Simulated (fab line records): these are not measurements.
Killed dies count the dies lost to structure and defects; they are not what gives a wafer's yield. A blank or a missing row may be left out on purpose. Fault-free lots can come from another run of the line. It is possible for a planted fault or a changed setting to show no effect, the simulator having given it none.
fab line records + flow n5_finfet
record
- lots=12
- wafers=36
- last_day=20
route steps=1938 shown BEOL_M9@1462 MIM_BOT_ETCH@1868 PASSIVATION@1910
lots with no fault: from the same line, run without faults
start_h: the number of hours between the record's first day and the start of the first shown wafer of the lot + wait_h: time in hours since the lot's previous step + " as in the row above + L1.1+2: a row that stands for several wafers + - no value, or no start was given + * or withheld: withheld + < > ~ a bound
route shown NAME@n: a module of which the file shows steps, and the number in the route of the first + usual: mean and standard deviation over wafers with no fault + same: alike in all rows + chamber/n: place in a boat + sites: readings site by site + _std_site: their standard deviation + _edge_site: mean of outer sites minus mean of inner sites + radius_mm: how far each site lies from the wafer's centre + mask NAME#n: copy n + behind: the tool/chamber that last shaped the wafer + hold: the reason the lot was held/the length of the hold in hours/how it ended + device: whichever transistor did not switch (one of n, p or np) + end of line: tests run on the same wafers once the route is complete + for a step that has no rows: nothing shown but its recipe + killed: not the wafer's yield, but the dies lost to structure and defects at the first sort + map: a wafer's dies, marking killed ones x, the rest . and places with no die _
set.NAME: the run value of the setting; set.NAME@STEP: its run value at that earlier step + model.NAME: the simulator's own value behind a step, which no gauge read
a sample of lots followed through the steps of the route, with each step as a table and each wafer as a row
services: a tool's chamber out of use, with start hour (start_h, from the record's first day; less than 0 if before it), hours out, and reason
## steps
# step N5_BEOL_M9_ECD_50
# recipe
- material=Cu
- target_thk_a=3180
| lot.wafer  | tool      | chamber | start_h | wait_h |
|------------|-----------|---------|---------|--------|
| L122.1+3+6 | ecd_cu-02 | 0,1,1   | 277.94  | 0.1    |
| L121.3+4+6 | ecd_cu-02 | 1,0,1   | 282.55  | 0.1    |
| L123.1+4+6 | ecd_cu-01 | 0,1,0   | 293.44  | 0.1    |
| L124.3+5+6 | ecd_cu-02 | 0,0,1   | 300.58  | 0.1    |
| L127.2+3+5 | ecd_cu-02 | 1,1,0   | 308.85  | 0.1    |
| L128.1+2+5 | ecd_cu-02 | 0,1,0   | 314.43  | 0.2    |
| L138.1+2+4 | ecd_cu-01 | 0,1,0   | 370.56  | 0.1    |
| L137.2+4+5 | ecd_cu-02 | 1,0,1   | 393.91  | 0.1    |
| L141.2+3+4 | ecd_cu-02 | 0,0,1   | 401.82  | 0.1    |
| L139.1+4+6 | ecd_cu-01 | 1       | 406.18  | 0.1    |
| L144.1+2+4 | ecd_cu-02 | 0,1,0   | 420.95  | 0.1    |
| L143.2+3+4 | ecd_cu-01 | 0,1,0   | 421.81  | 0.1    |
# step N5_MIM_BOT_ETCH_ETCH_00
# recipe
- chemistry=Cl2/BCl3
- target=TiN
- target_depth_a=455
- ion_energy_ev=150
- pressure_mtorr=10
- icp_w=1000
- bias_w=126
- Cl2_flow_sccm=53.25
- bcl3_flow_sccm=21.75
- Ar_flow_sccm=25
# usual
- chamber_pressure_mTorr=9.999/0.0088
- drypump_motor_current_A=5.7/0.42
- oes_product_au=0.80/0.08
- throttle_valve_pct=21.90/0.26
| lot.wafer | tool         | chamber | start_h | wait_h | chamber_pressure_mTorr | drypump_motor_current_A | oes_product_au | rf_hours_counter_h | throttle_valve_pct |
|-----------|--------------|---------|---------|--------|------------------------|-------------------------|----------------|--------------------|--------------------|
| L122.1    | rie_metal-01 | 0       | 325.55  | 0.1    | 10.004                 | 5.0                     | 0.77           | 49                 | 21.84              |
| L122.3    | "            | 1       | "       | "      | 10.004                 | 5.9                     | 0.88           | -                  | 21.58              |
| L122.6    | "            | 1       | "       | "      | 9.997                  | 5.9                     | 0.88           | -                  | 21.58              |
| L121.3    | rie_metal-01 | 0       | 329.21  | 0.1    | 10.003                 | 5.0                     | 0.78           | -                  | 21.84              |
| L121.4    | "            | 1       | "       | "      | 10.000                 | 5.9                     | 0.89           | -                  | 21.55              |
| L121.6    | "            | 1       | "       | "      | 9.981                  | 5.9                     | 0.88           | -                  | 21.58              |
| L123.1    | rie_metal-02 | 1       | 341.37  | 0.1    | 9.997                  | 6.1                     | 0.90           | 11                 | 22.07              |
| L123.4    | "            | 1       | "       | "      | 10.000                 | 6.0                     | 0.91           | -                  | 22.07              |
| L123.6    | "            | 1       | "       | "      | 10.003                 | 6.1                     | 0.90           | -                  | 22.09              |
| L124.3    | rie_metal-03 | 0       | 349.46  | 0.1    | 10.009                 | 5.8                     | 0.76           | -                  | 21.63              |
| L124.5    | "            | 0       | "       | "      | 10.006                 | 5.8                     | 0.77           | -                  | 21.60              |
| L124.6    | "            | 1       | "       | "      | 10.003                 | 5.6                     | 0.72           | -                  | 21.98              |
| L127.2    | rie_metal-03 | 1       | 354.67  | 0.1    | 9.988                  | 5.7                     | 0.72           | 75                 | 21.96              |
| L127.3    | "            | 0       | "       | "      | 9.991                  | 5.7                     | 0.76           | -                  | 21.62              |
| L127.5    | "            | 1       | "       | "      | 10.006                 | 5.7                     | 0.72           | -                  | 21.96              |
| L128.1    | rie_metal-01 | 0       | 360.01  | 0.1    | 9.993                  | 5.0                     | 0.77           | 52                 | 21.86              |
| L128.2    | "            | 1       | "       | "      | 10.001                 | 5.9                     | 0.87           | 14                 | 21.57              |
| L128.5    | "            | 0       | "       | "      | 10.000                 | 5.0                     | 0.76           | -                  | 21.86              |
| L138.1    | rie_metal-01 | 1       | 426.56  | 0.1    | 10.010                 | 5.9                     | 0.84           | 19                 | 21.58              |
| L138.2    | "            | 0       | "       | "      | 10.010                 | 5.0                     | 0.76           | 57                 | 21.87              |
| L138.4    | "            | 0       | "       | "      | 10.002                 | 5.0                     | 0.76           | -                  | 21.87              |
| L137.2    | rie_metal-01 | 1       | 438.75  | 0.1    | 9.986                  | 5.9                     | 0.83           | 20                 | 21.59              |
| L137.4    | "            | 0       | "       | "      | 9.993                  | 5.0                     | 0.75           | -                  | 21.87              |
| L137.5    | "            | 1       | "       | "      | 10.007                 | 5.9                     | 0.82           | -                  | 21.60              |
| L141.2    | rie_metal-01 | 0       | 447.95  | 0.1    | 9.996                  | 5.0                     | 0.75           | 59                 | 21.89              |
| L141.3    | "            | 0       | "       | "      | 9.993                  | 5.0                     | 0.74           | -                  | 21.89              |
| L141.4    | "            | 1       | "       | "      | 10.012                 | 5.9                     | 0.83           | -                  | 21.61              |
| L139.1    | rie_metal-01 | 0       | 456.58  | 0.1    | 9.995                  | 5.0                     | 0.75           | 60                 | 21.87              |
| L139.4    | "            | 1       | "       | "      | 9.999                  | 5.9                     | 0.82           | -                  | 21.62              |
| L139.6    | "            | 1       | "       | "      | 9.991                  | 5.9                     | 0.83           | -                  | 21.62              |
| L144.1    | rie_metal-01 | 1       | 467.57  | 0.1    | 10.009                 | 5.9                     | 0.83           | 24                 | 21.62              |
| L144.2    | "            | 0       | "       | "      | 9.994                  | 5.0                     | 0.74           | 62                 | 21.87              |
| L144.4    | "            | 1       | "       | "      | 9.999                  | 5.9                     | 0.83           | -                  | 21.61              |
| L143.2    | rie_metal-02 | 0       | 468.75  | 0.1    | 10.010                 | 6.2                     | 0.95           | 3                  | 22.12              |
| L143.3    | "            | 1       | "       | "      | 9.997                  | 6.0                     | 0.84           | -                  | 22.10              |
| L143.4    | "            | 0       | "       | "      | 9.996                  | 6.2                     | 0.95           | -                  | 22.12              |
# step N5_PASSIVATION_ETCH_59
# recipe
- chemistry=Cl2/BCl3
- target=TaN
- target_depth_a=650
- time_s=34.9
- ion_energy_ev=100
- pressure_mtorr=10
- icp_w=900
- bias_w=100
- Cl2_flow_sccm=60
- bcl3_flow_sccm=30
# usual
- chamber_pressure_mTorr=9.999/0.01
- drypump_motor_current_A=5.7/0.38
- oes_product_au=0.78/0.07
- throttle_valve_pct=21.05/0.26
| lot.wafer | tool         | chamber | start_h | wait_h | chamber_pressure_mTorr | drypump_motor_current_A | oes_product_au | rf_hours_counter_h | throttle_valve_pct |
|-----------|--------------|---------|---------|--------|------------------------|-------------------------|----------------|--------------------|--------------------|
| L122.1    | rie_metal-01 | 1       | 330.97  | 0.3    | 9.990                  | 5.9                     | 0.88           | 12                 | 20.79              |
| L122.3    | "            | 0       | "       | "      | 9.997                  | 5.0                     | 0.78           | -                  | 20.97              |
| L122.6    | "            | 0       | "       | "      | 10.006                 | 5.0                     | 0.77           | -                  | 20.98              |
| L121.3    | rie_metal-03 | 0       | 332.51  | 0.2    | 10.003                 | 5.7                     | 0.79           | -                  | 20.75              |
| L121.4    | "            | 1       | "       | "      | 10.001                 | 5.7                     | 0.73           | -                  | 21.18              |
| L121.6    | "            | 1       | "       | "      | 9.994                  | 5.6                     | 0.73           | -                  | 21.15              |
| L123.1    | rie_metal-03 | 0       | 344.78  | 0.3    | 9.988                  | 5.8                     | 0.78           | 54                 | 20.77              |
| L123.4    | "            | 0       | "       | "      | 10.006                 | 5.8                     | 0.79           | -                  | 20.78              |
| L123.6    | "            | 1       | "       | "      | 9.985                  | 5.6                     | 0.72           | -                  | 21.18              |
| L124.3    | rie_metal-02 | 1       | 354.86  | 0.2    | 10.014                 | 6.0                     | 0.90           | -                  | 21.26              |
| L124.5    | "            | 1       | "       | "      | 10.003                 | 6.0                     | 0.90           | -                  | 21.26              |
| L124.6    | "            | 0       | "       | "      | 10.010                 | 6.1                     | 0.66           | -                  | 21.64              |
| L127.2    | rie_metal-01 | 0       | 358.90  | 0.3    | 10.008                 | 5.0                     | 0.77           | 52                 | 21.00              |
| L127.3    | "            | 1       | "       | "      | 10.016                 | 5.9                     | 0.88           | -                  | 20.80              |
| L127.5    | "            | 1       | "       | "      | 10.006                 | 5.9                     | 0.87           | -                  | 20.80              |
| L128.1    | rie_metal-02 | 0       | 365.06  | 0.3    | 9.993                  | 6.2                     | 0.66           | 88                 | 21.66              |
| L128.2    | "            | 1       | "       | "      | 10.003                 | 6.1                     | 0.88           | 13                 | 21.28              |
| L128.5    | "            | 0       | "       | "      | 10.009                 | 6.2                     | 0.65           | -                  | 21.68              |
| L138.1    | rie_metal-03 | 1       | 431.78  | 0.3    | 10.006                 | 5.7                     | 0.70           | 82                 | 21.23              |
| L138.2    | "            | 0       | "       | "      | 9.992                  | 5.7                     | 0.76           | 63                 | 20.79              |
| L138.4    | "            | 0       | "       | "      | 9.996                  | 5.7                     | 0.75           | -                  | 20.80              |
| L137.2    | rie_metal-03 | 0       | 444.47  | 0.3    | 9.978                  | 5.7                     | 0.76           | 64                 | 20.80              |
| L137.4    | "            | 0       | "       | "      | 10.002                 | 5.7                     | 0.75           | -                  | 20.79              |
| L137.5    | "            | 0       | "       | "      | 10.013                 | 5.7                     | 0.75           | -                  | 20.78              |
| L141.2    | rie_metal-01 | 1       | 451.65  | 0.3    | 10.002                 | 5.9                     | 0.83           | 22                 | 20.85              |
| L141.3    | "            | 0       | "       | "      | 10.013                 | 5.0                     | 0.75           | -                  | 21.01              |
| L141.4    | "            | 1       | "       | "      | 9.985                  | 5.9                     | 0.82           | -                  | 20.86              |
| L139.1    | rie_metal-01 | 0       | 464.39  | 0.3    | 9.997                  | 5.0                     | 0.75           | 61                 | 21.01              |
| L139.4    | "            | 0       | "       | "      | 9.992                  | 5.0                     | 0.75           | -                  | 20.99              |
| L139.6    | "            | 1       | "       | "      | 10.005                 | 5.9                     | 0.82           | -                  | 20.83              |
| L144.1    | rie_metal-03 | 0       | 472.76  | 0.7    | 10.007                 | 5.7                     | 0.76           | 68                 | 20.78              |
| L144.2    | "            | 0       | "       | "      | 10.011                 | 5.8                     | 0.76           | -                  | 20.78              |
| L144.4    | "            | 0       | "       | "      | 9.994                  | 5.7                     | 0.75           | -                  | 20.78              |
| L143.2    | rie_metal-02 | 0       | 472.90  | 0.3    | 10.004                 | 6.1                     | 0.96           | 4                  | 21.25              |
| L143.3    | "            | 0       | "       | "      | 10.004                 | 6.1                     | 0.96           | -                  | 21.25              |
| L143.4    | "            | 1       | "       | "      | 9.996                  | 6.0                     | 0.85           | -                  | 21.27              |
# step N5_PASSIVATION_PROBE_49
# usual
- defect_limited_yield=91.4/1.4
- killed_at_M0_to_M3=34/9.1
- killed_at_M4_up=14/5.2
- killed_at_contacts=12/6.4
- killed_at_front_end=38/11
- killed_at_other=3.7/2.8
- killed_dies=102/17
- killed_on_rim=14/3.9
- killed_open=68/13
- killed_short=32/7.8
- sort_bin_4_leakage=0.05/0.3
- sort_bin_5_function=5.1/1
- sort_bin_6_memory=3.2/0.66
- sort_n_pass=1076/19
- sort_yield_pct=91.2/1.6
# same
- gross_dies=1180
- killed_at_back_side=0
- sort_bin_8_speed[%]=0
| lot.wafer | tool      | chamber | start_h | wait_h | defect_limited_yield[%] | killed_at_M0_to_M3 | killed_at_M4_up | killed_at_contacts | killed_at_front_end | killed_at_other | killed_dies | killed_on_rim | killed_open | killed_short | sort_bin_4_leakage[%] | sort_bin_5_function[%] | sort_bin_6_memory[%] | sort_n_pass | sort_yield_pct[%] |
|-----------|-----------|---------|---------|--------|-------------------------|--------------------|-----------------|--------------------|---------------------|-----------------|-------------|---------------|-------------|--------------|-----------------------|------------------------|----------------------|-------------|-------------------|
| L124.3    | prober-01 | -       | 359.22  | 0.1    | 72.0                    | 26                 | 266             | 12                 | 22                  | 4               | 330         | 56            | 56          | 24           | 0                     | 16.5                   | 9.7                  | 850         | 72.0              |
| L124.5    | prober-01 | -       | 359.32  | 0.2    | 71.1                    | 22                 | 261             | 12                 | 37                  | 9               | 341         | 35            | 69          | 28           | 0                     | 17.5                   | 10.1                 | 839         | 71.1              |
| L124.6    | prober-01 | -       | 359.37  | 0.3    | 89.7                    | 50                 | 14              | 9                  | 39                  | 9               | 121         | 22            | 84          | 36           | 0                     | 5.3                    | 4.7                  | 1059        | 89.7              |
| L127.2    | prober-02 | -       | 363.47  | 0.1    | 89.2                    | 40                 | 14              | 19                 | 45                  | 9               | 127         | 18            | 87          | 39           | 0                     | 5.9                    | 4.3                  | 1053        | 89.2              |
| L127.3    | prober-02 | -       | 363.52  | 0.1    | 91.5                    | 31                 | 8               | 19                 | 39                  | 3               | 100         | 16            | 71          | 29           | 0                     | 5.3                    | 2.7                  | 1080        | 91.5              |
| L127.5    | prober-02 | -       | 363.62  | 0.2    | 69.5                    | 37                 | 267             | 13                 | 41                  | 2               | 360         | 38            | 78          | 25           | 0                     | 18.0                   | 10.9                 | 820         | 69.5              |
| L128.1    | prober-02 | -       | 369.52  | 0.0    | 71.2                    | 30                 | 273             | 11                 | 26                  | 0               | 340         | 46            | 52          | 22           | 0                     | 15.8                   | 11.0                 | 840         | 71.2              |
| L128.2    | prober-02 | -       | 369.57  | 0.1    | 92.0                    | 25                 | 20              | 6                  | 42                  | 1               | 94          | 10            | 66          | 25           | 0                     | 5.2                    | 2.6                  | 1086        | 92.0              |
| L128.5    | prober-02 | -       | 369.72  | 0.2    | 74.7                    | 29                 | 240             | 10                 | 19                  | 0               | 298         | 38            | 49          | 15           | 0                     | 15.8                   | 7.9                  | 882         | 74.7              |
# killed by level:class
L124.3 BEOL_M9:unspecified=247 BEOL_M4:geometric_particle:open=9 MOL_CONTACT_COAG:geometric_particle:open=7 BEOL_M2:geometric_particle:open=7 FIN_SAQP:geometric_particle:open=5 STI_FIN_REVEAL:geometric_particle:open=5 BEOL_M3:geometric_particle:open=5 MOL_CONTACT_COAG:geometric_particle:short=5
L124.5 BEOL_M9:unspecified=242 STI_FIN_REVEAL:geometric_particle:open=15 BEOL_M4:geometric_particle:open=14 MOL_CONTACT_COAG:geometric_particle:open=9 FIN_SAQP:geometric_particle:open=5 BEOL_M0_SAQP:geometric_particle:open=4 BEOL_M1:geometric_particle:short=4 BEOL_M3:geometric_particle:open=4
L124.6 BEOL_M2:geometric_particle:open=12 BEOL_M0:geometric_particle:open=10 MOL_CONTACT_COAG:geometric_particle:open=8 BEOL_M4:geometric_particle:open=8 BEOL_M0_SAQP:geometric_particle:short=7 FIN_SAQP:geometric_particle:open=6 STI_FIN_REVEAL:geometric_particle:open=6 BEOL_M3:geometric_particle:open=6
L127.2 MOL_CONTACT_COAG:geometric_particle:open=14 BEOL_M3:geometric_particle:open=13 DUMMY_GATE:geometric_particle:open=12 FIN_SAQP:geometric_particle:short=8 FIN_SAQP:geometric_particle:open=7 BEOL_M0_SAQP:geometric_particle:open=6 BEOL_M2:geometric_particle:open=6 BEOL_M0_SAQP:geometric_particle:short=5
L127.3 MOL_CONTACT_COAG:geometric_particle:open=16 FIN_SAQP:geometric_particle:short=10 BEOL_M2:geometric_particle:open=8 FIN_SAQP:geometric_particle:open=7 DUMMY_GATE:geometric_particle:open=6 BEOL_M0_SAQP:geometric_particle:open=6 BEOL_M1:geometric_particle:open=5 BEOL_M4:geometric_particle:open=4
L127.5 BEOL_M9:unspecified=257 FIN_SAQP:geometric_particle:open=16 MOL_CONTACT_COAG:geometric_particle:open=11 BEOL_M2:geometric_particle:open=10 BEOL_M0:geometric_particle:open=8 DUMMY_GATE:geometric_particle:open=7 BEOL_M3:geometric_particle:open=6 BEOL_M0_SAQP:geometric_particle:open=5
L128.1 BEOL_M9:unspecified=263 MOL_CONTACT_COAG:geometric_particle:open=10 STI_FIN_REVEAL:geometric_particle:open=8 BEOL_M3:geometric_particle:open=8 BEOL_M2:geometric_particle:open=7 BEOL_M0_SAQP:geometric_particle:short=5 BEOL_M1:geometric_particle:short=4 BEOL_M4:geometric_particle:open=3
L128.2 STI_FIN_REVEAL:geometric_particle:open=18 FIN_SAQP:geometric_particle:short=7 BEOL_M5:geometric_particle:open=7 BEOL_M0_SAQP:geometric_particle:open=6 BEOL_M2:geometric_particle:open=5 GATE_CUT:geometric_particle:short=5 DUMMY_GATE:geometric_particle:open=5 MOL_CONTACT_COAG:geometric_particle:open=5
L128.5 BEOL_M9:unspecified=233 BEOL_M0_SAQP:geometric_particle:open=10 MOL_CONTACT_COAG:geometric_particle:open=9 BEOL_M0_SAQP:geometric_particle:short=7 STI_FIN_REVEAL:geometric_particle:open=6 BEOL_M2:geometric_particle:open=6 BEOL_M5:geometric_particle:open=4 BEOL_M3:geometric_particle:open=4
## services
| tool         | chamber | start_h | hours | kind           |
|--------------|---------|---------|-------|----------------|
| ecd_cu-01    | -       | 268.25  | 2.1   | repair         |
| rie_metal-02 | 0       | 280.06  | 1.3   | repair         |
| rie_metal-03 | -       | 319.56  | 0.5   | repair         |
| rie_metal-02 | -       | 338.13  | 0.9   | repair         |
| ecd_cu-02    | -       | 370.21  | 1.8   | repair         |
| rie_metal-02 | 0       | 413.65  | -     | clean          |
| rie_metal-02 | 0       | 413.65  | 19.9  | scheduled_down |
| rie_metal-02 | 0       | 413.65  | 19.9  | vent_cycle     |
| rie_metal-03 | 1       | 459.02  | -     | clean          |
| rie_metal-03 | 1       | 459.02  | 21.1  | scheduled_down |
| rie_metal-03 | 1       | 459.02  | 21.1  | vent_cycle     |
| rie_metal-02 | 1       | 459.45  | 3.8   | repair         |
## key
first_sign
- step=N5_PASSIVATION_PROBE_49
- reading=killed_at_M4_up
- direction=up
- sigmas=48
- usual=14
- struck=261
effect
- step=N5_PASSIVATION_PROBE_49
- reading=defect_limited_yield
- direction=down
- sigmas=14
- usual=91.4
- struck=71.7
more_kills_born_at
- N5_BEOL_M9_ECD_50@ecd_cu-02=1242
met_at N5_BEOL_M9_ECD_50
struck_lots L124,L127,L128
struck_wafers L124.3,L124.5,L127.5,L128.1,L128.5
not_acting_at N5_MIM_BOT_ETCH_ETCH_00,N5_PASSIVATION_ETCH_59
onset_between 282.55 300.58
fault
- kind=chamber_particle_source
- tool=ecd_cu-02
- chamber=0
- onset_h=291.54
- steps=N5_BEOL_M9_ECD_50
- rate_per_visit_cm2=0.46615
- end_h=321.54
